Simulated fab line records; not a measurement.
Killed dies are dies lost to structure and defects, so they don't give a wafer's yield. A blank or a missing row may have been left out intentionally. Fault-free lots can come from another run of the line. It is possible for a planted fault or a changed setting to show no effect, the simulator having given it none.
Split-lot trial || flow n5 finfet || 7 lots, 39 wafers read, on a route of 1938 steps

== ON THE SPLIT ==
At N5_FIN_SAQP_SPACER2_ALD_28 (deposits SiO2, target thk 8.1 nm, pulse time 1 s, purge time 2 s), the setting target thk a was moved away from the recipe's 81 angstrom on 12 of the 39 wafers read, by -54.5% to +59.0%. The other wafers ran this setting at the recipe's value.

== FROM THE SPLIT TO THE READING: what the file shows between them, 9 steps ==
- N5_FIN_SAQP_SPACER2_ETCHBACK_29: etches SiO2 in CHF3/O2, target depth 12.2 nm, time 6.1 s
- N5_FIN_SAQP_MANDREL2_REMOVE_60: chemistry HBr/Cl2/O2, target a-Si, stops on SiNx, bt time 10 s
- N5_FIN_SAQP_CD_MEAS_31: target cd 8 nm
- N5_FIN_SAQP_HM_OPEN_33: chemistry CH3F/O2, target SiNx, target depth 49.4 nm, time 70.6 s
- N5_FIN_SAQP_ETCH_34: etches SiO2 in C4F6/O2, target depth 45 nm, time 15 s
- N5_FIN_SAQP_STRIP_77: strips in N2/H2, time 90 s
- N5_FIN_SAQP_HM_CD_35: target cd 8 nm
- N5_FIN_SAQP_ETCH_64: etches SiO2 in CF4, target depth 1.5 nm
- N5_FIN_SAQP_FIN_ETCH_36: etches the open film in HBr/Cl2/O2, target depth 120 nm, time 50.4 s

== THE READING ==
At N5_FIN_SAQP_CD_MEAS_37: cd nm in nanometres, against a target cd of 8 nm. Typical for fault-free wafers on this fab line: 8.1 nm, with standard deviation 0.31 nm.

{"wafer": "L074.1", "tool, chamber at the split": "ald sin-04, 2,3,3", "target thk a as run, angstrom": 81, "against the recipe": "recipe", "cd nm, nm": 7.8, "against lot-mates on the recipe": "-"}
{"wafer": "L074.2", "tool, chamber at the split": "ald sin-04, 1,0,0", "target thk a as run, angstrom": 81, "against the recipe": "recipe", "cd nm, nm": 8.2, "against lot-mates on the recipe": "-"}
{"wafer": "L074.3", "tool, chamber at the split": "ald sin-04, 2,3,3", "target thk a as run, angstrom": 81, "against the recipe": "recipe", "cd nm, nm": 8.6, "against lot-mates on the recipe": "-"}
{"wafer": "L074.4", "tool, chamber at the split": "ald sin-04, 1,0,0", "target thk a as run, angstrom": 81, "against the recipe": "recipe", "cd nm, nm": 8.1, "against lot-mates on the recipe": "-"}
{"wafer": "L074.5", "tool, chamber at the split": "ald sin-04, 1,0,0", "target thk a as run, angstrom": 81, "against the recipe": "recipe", "cd nm, nm": 8.1, "against lot-mates on the recipe": "-"}
{"wafer": "L074.6", "tool, chamber at the split": "ald sin-04, 2,3,3", "target thk a as run, angstrom": 81, "against the recipe": "recipe", "cd nm, nm": 8.1, "against lot-mates on the recipe": "-"}
{"wafer": "L075.1", "tool, chamber at the split": "ald sin-01, 3", "target thk a as run, angstrom": 81, "against the recipe": "recipe", "cd nm, nm": 8.2, "against lot-mates on the recipe": "-"}
{"wafer": "L075.2", "tool, chamber at the split": "ald sin-01, 1,0,2", "target thk a as run, angstrom": 123, "against the recipe": "+51.9%", "cd nm, nm": 12.2, "against lot-mates on the recipe": "+4.1"}
{"wafer": "L075.3", "tool, chamber at the split": "ald sin-01, 1,0,2", "target thk a as run, angstrom": 123, "against the recipe": "+51.9%", "cd nm, nm": 12.2, "against lot-mates on the recipe": "+4.1"}
{"wafer": "L075.4", "tool, chamber at the split": "ald sin-01, 1,0,2", "target thk a as run, angstrom": 123, "against the recipe": "+51.9%", "cd nm, nm": 12.6, "against lot-mates on the recipe": "+4.5"}
{"wafer": "L075.5", "tool, chamber at the split": "ald sin-01, 1,2", "target thk a as run, angstrom": 81, "against the recipe": "recipe", "cd nm, nm": 8.1, "against lot-mates on the recipe": "-"}
{"wafer": "L075.6", "tool, chamber at the split": "ald sin-01, 1,2", "target thk a as run, angstrom": 81, "against the recipe": "recipe", "cd nm, nm": 7.9, "against lot-mates on the recipe": "-"}
{"wafer": "L080.1", "tool, chamber at the split": "ald sin-04, 3,0", "target thk a as run, angstrom": 128.8, "against the recipe": "+59.0%", "cd nm, nm": 12.5, "against lot-mates on the recipe": "+4.2"}
{"wafer": "L080.2", "tool, chamber at the split": "ald sin-04, 0,2", "target thk a as run, angstrom": 81, "against the recipe": "recipe", "cd nm, nm": 8.5, "against lot-mates on the recipe": "-"}
{"wafer": "L080.3", "tool, chamber at the split": "ald sin-04, 2", "target thk a as run, angstrom": 81, "against the recipe": "recipe", "cd nm, nm": 8.2, "against lot-mates on the recipe": "-"}
{"wafer": "L080.4", "tool, chamber at the split": "ald sin-04, 3,0", "target thk a as run, angstrom": 128.8, "against the recipe": "+59.0%", "cd nm, nm": 13.3, "against lot-mates on the recipe": "+5.0"}
{"wafer": "L080.5", "tool, chamber at the split": "ald sin-04, 0,2", "target thk a as run, angstrom": 81, "against the recipe": "recipe", "cd nm, nm": 8.1, "against lot-mates on the recipe": "-"}
{"wafer": "L080.6", "tool, chamber at the split": "ald sin-04, 3", "target thk a as run, angstrom": 128.8, "against the recipe": "+59.0%", "cd nm, nm": 12.6, "against lot-mates on the recipe": "+4.3"}
{"wafer": "L086.1", "tool, chamber at the split": "ald sin-03, 0,2,3", "target thk a as run, angstrom": 81, "against the recipe": "recipe", "cd nm, nm": 8.1, "against lot-mates on the recipe": "-"}
{"wafer": "L086.2", "tool, chamber at the split": "ald sin-03, 2,3,0", "target thk a as run, angstrom": 53.65, "against the recipe": "-33.8%", "cd nm, nm": 5.2, "against lot-mates on the recipe": -2.7}
{"wafer": "L086.3", "tool, chamber at the split": "ald sin-03, 2,3,0", "target thk a as run, angstrom": 53.65, "against the recipe": "-33.8%", "cd nm, nm": 5.6, "against lot-mates on the recipe": -2.3}
{"wafer": "L086.4", "tool, chamber at the split": "ald sin-03, 2,3,0", "target thk a as run, angstrom": 53.65, "against the recipe": "-33.8%", "cd nm, nm": 5.1, "against lot-mates on the recipe": -2.8}
{"wafer": "L086.5", "tool, chamber at the split": "ald sin-03, 0,2,3", "target thk a as run, angstrom": 81, "against the recipe": "recipe", "cd nm, nm": 8.1, "against lot-mates on the recipe": "-"}
{"wafer": "L086.6", "tool, chamber at the split": "ald sin-03, 0,2,3", "target thk a as run, angstrom": 81, "against the recipe": "recipe", "cd nm, nm": 7.6, "against lot-mates on the recipe": "-"}
{"wafer": "L091.1", "tool, chamber at the split": "ald sin-01, 2,0,2", "target thk a as run, angstrom": 36.89, "against the recipe": "-54.5%", "cd nm, nm": 3.6, "against lot-mates on the recipe": -4.5}
{"wafer": "L091.2", "tool, chamber at the split": "ald sin-01, 3,0,3", "target thk a as run, angstrom": 81, "against the recipe": "recipe", "cd nm, nm": 8.1, "against lot-mates on the recipe": "-"}
{"wafer": "L091.3", "tool, chamber at the split": "ald sin-01, 3,0,3", "target thk a as run, angstrom": 81, "against the recipe": "recipe", "cd nm, nm": 7.8, "against lot-mates on the recipe": "-"}
{"wafer": "L091.4", "tool, chamber at the split": "ald sin-01, 2,0,2", "target thk a as run, angstrom": 36.89, "against the recipe": "-54.5%", "cd nm, nm": 3.1, "against lot-mates on the recipe": -5.0}
{"wafer": "L091.5", "tool, chamber at the split": "ald sin-01, 3,0,3", "target thk a as run, angstrom": 81, "against the recipe": "recipe", "cd nm, nm": 8.5, "against lot-mates on the recipe": "-"}
{"wafer": "L091.6", "tool, chamber at the split": "ald sin-01, 2,0,2", "target thk a as run, angstrom": 36.89, "against the recipe": "-54.5%", "cd nm, nm": 4.0, "against lot-mates on the recipe": -4.1}
{"wafer": "L095.1", "tool, chamber at the split": "ald sin-03, 0", "target thk a as run, angstrom": 81, "against the recipe": "recipe", "cd nm, nm": 8.5, "against lot-mates on the recipe": "-"}
{"wafer": "L095.5", "tool, chamber at the split": "ald sin-03, 1,2", "target thk a as run, angstrom": 81, "against the recipe": "recipe", "cd nm, nm": 8.4, "against lot-mates on the recipe": "-"}
{"wafer": "L095.6", "tool, chamber at the split": "ald sin-03, 1,2", "target thk a as run, angstrom": 81, "against the recipe": "recipe", "cd nm, nm": 8.1, "against lot-mates on the recipe": "-"}
{"wafer": "L097.1", "tool, chamber at the split": "ald sin-04, 1,2,3,2,3", "target thk a as run, angstrom": 81, "against the recipe": "recipe", "cd nm, nm": 9.1, "against lot-mates on the recipe": "-"}
{"wafer": "L097.2", "tool, chamber at the split": "ald sin-04, 1,2,3,2,3", "target thk a as run, angstrom": 81, "against the recipe": "recipe", "cd nm, nm": 7.6, "against lot-mates on the recipe": "-"}
{"wafer": "L097.3", "tool, chamber at the split": "ald sin-04, 1,2,3,2,3", "target thk a as run, angstrom": 81, "against the recipe": "recipe", "cd nm, nm": 8.2, "against lot-mates on the recipe": "-"}
{"wafer": "L097.4", "tool, chamber at the split": "ald sin-04, 0", "target thk a as run, angstrom": 81, "against the recipe": "recipe", "cd nm, nm": 8.4, "against lot-mates on the recipe": "-"}
{"wafer": "L097.5", "tool, chamber at the split": "ald sin-04, 1,2,3,2,3", "target thk a as run, angstrom": 81, "against the recipe": "recipe", "cd nm, nm": 8.0, "against lot-mates on the recipe": "-"}
{"wafer": "L097.6", "tool, chamber at the split": "ald sin-04, 1,2,3,2,3", "target thk a as run, angstrom": 81, "against the recipe": "recipe", "cd nm, nm": 8.0, "against lot-mates on the recipe": "-"}
When a row names more than one chamber, that row covers several wafers, and the file does not tell which wafer ran in which chamber.

FIT RESULTS
A straight line over all 39 wafers: cd nm changes by +0.0815 nm for each +1% of target thk a; r = +0.99; the points scatter about the line by 0.32 nm.
The same after taking each lot's own level away (the mean of its wafers on the recipe; 39 wafers): +0.0804 nm for each +1%; r = +0.99; scatter 0.31 nm.
That fit puts the effect of the largest move of target thk a on the reading at 4.7 nm.
Measured against the standard deviation above, the lots' own levels, which go from 7.93 to 8.33 nm, span 1.3 times it.
The two slopes are in agreement: the lot-to-lot level therefore moves the slope only a little.
Check: for one of the wafers moved furthest among these (+59.0%), held out of the fit, the line's prediction against its lot-mates is +4.81 nm. It came out at +4.23 nm against them.

== THESE WAFERS: OTHER SPLITS ==
Note: prior to the reading, these wafers also went through further splits. Each is held against what the fit with the lots' levels taken away leaves over:
{"other split on the same wafers": "N5_FIN_SAQP_HM_DEP_03 time s", "wafers away from the commonest value": 12, "r with cd nm (lot level and that fit taken away)": -0.17}

== THE WHOLE CHAIN: every reading that the file lists as answering this split, in the file's order ==
{"step": "N5_FIN_SAQP_SPACER2_ALD_28", "what it does": "deposits SiO2, target thk 8.1 nm, pulse time 1 s, purge time 2 s", "reading": "SiO2_of_FIN_SAQP_SPACER2_ALD_28.thk nm (the simulator's own value, which no gauge read)", "change (the file's fit)": "+0.0809 nm for each +1% of the setting", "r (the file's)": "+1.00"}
{"step": "N5_FIN_SAQP_MANDREL2_REMOVE_60", "what it does": "chemistry HBr/Cl2/O2, target a-Si, stops on SiNx, bt time 10 s", "reading": "FIN_SAQP.cd nm (the simulator's own value, which no gauge read)", "change (the file's fit)": "+0.0811 nm for each +1% of the setting", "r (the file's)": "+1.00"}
{"step": "N5_FIN_SAQP_CD_MEAS_31", "what it does": "target cd 8 nm", "reading": "cd nm", "change (the file's fit)": "+0.0831 nm for each +1% of the setting", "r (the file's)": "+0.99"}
{"step": "N5_FIN_SAQP_HM_OPEN_33", "what it does": "chemistry CH3F/O2, target SiNx, target depth 49.4 nm, time 70.6 s", "reading": "FIN_SAQP.cd nm (the simulator's own value, which no gauge read)", "change (the file's fit)": "+0.0794 nm for each +1% of the setting", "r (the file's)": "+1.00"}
{"step": "N5_FIN_SAQP_HM_CD_35", "what it does": "target cd 8 nm", "reading": "cd nm", "change (the file's fit)": "+0.0791 nm for each +1% of the setting", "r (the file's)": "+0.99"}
{"step": "N5_FIN_SAQP_ETCH_64", "what it does": "etches SiO2 in CF4, target depth 1.5 nm", "reading": "FIN_SAQP.cd nm (the simulator's own value, which no gauge read)", "change (the file's fit)": "+0.0803 nm for each +1% of the setting", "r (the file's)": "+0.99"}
{"step": "N5_FIN_SAQP_CD_MEAS_37", "what it does": "target cd 8 nm", "reading": "cd nm", "change (the file's fit)": "+0.0806 nm for each +1% of the setting", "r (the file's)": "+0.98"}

== THE FILE'S OWN FIT ==
cd nm changes by +0.0806 nm for each +1% of target thk a, r = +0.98.
